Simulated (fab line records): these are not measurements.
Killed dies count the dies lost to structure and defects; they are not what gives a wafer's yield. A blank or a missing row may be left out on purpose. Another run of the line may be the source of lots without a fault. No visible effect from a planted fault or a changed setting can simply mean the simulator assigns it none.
Matching of chambers :: flow n5-finfet :: rie-diel-05 running N5_SDB_ETCH_17: 4 sister chambers
The step etches SiARC in CF4, target depth 23.4 nm, time 39 s. 4 wafers are shown with their chamber, then 8 later ones without.

## WAFERS, EACH WITH ITS CHAMBER
wafer: L086.5
chamber: 1
drypump-motor-current-A (A): 5.1

wafer: L087.1
chamber: 0
drypump-motor-current-A (A): 6.5

wafer: L087.5
chamber: 3
drypump-motor-current-A (A): 5.7

wafer: L091.3
chamber: 2
drypump-motor-current-A (A): 5.9

## WAFERS MISSING THEIR CHAMBER
wafer: L091.4
drypump-motor-current-A (A): 5.7

wafer: L091.5
drypump-motor-current-A (A): 5.0

wafer: L092.4
drypump-motor-current-A (A): 5.7

wafer: L092.5
drypump-motor-current-A (A): 5.1

wafer: L092.6
drypump-motor-current-A (A): 6.4

wafer: L094.1
drypump-motor-current-A (A): 5.9

wafer: L094.2
drypump-motor-current-A (A): 5.1

wafer: L094.4
drypump-motor-current-A (A): 5.7

## THE CHAMBER EACH PASSED THROUGH
wafer: L091.4
from the rows above: 3
in truth: 3

wafer: L091.5
from the rows above: 1
in truth: 1

wafer: L092.4
from the rows above: 3
in truth: 3

wafer: L092.5
from the rows above: 1
in truth: 1

wafer: L092.6
from the rows above: 0
in truth: 0

wafer: L094.1
from the rows above: 2
in truth: 2

wafer: L094.2
from the rows above: 1
in truth: 1

wafer: L094.4
from the rows above: 3
in truth: 3
Placed correctly: 8 of 8. Number that these rows cannot place: 0. Number placed wrongly: 0.
How it was worked out, from the rows above alone: a wafer's distance from a chamber is the root of the sum, over the readings, of the square of ((its reading less the chamber's mean) divided by the reading's scatter). The wafer belongs to the nearest chamber; if the next one is less than 2 further off, it can't be placed. Each chamber's mean is taken over the wafers shown for it. The scatter: root of mean squared gap, hidden wafer to nearest shown wafer, with one shown wafer a chamber.
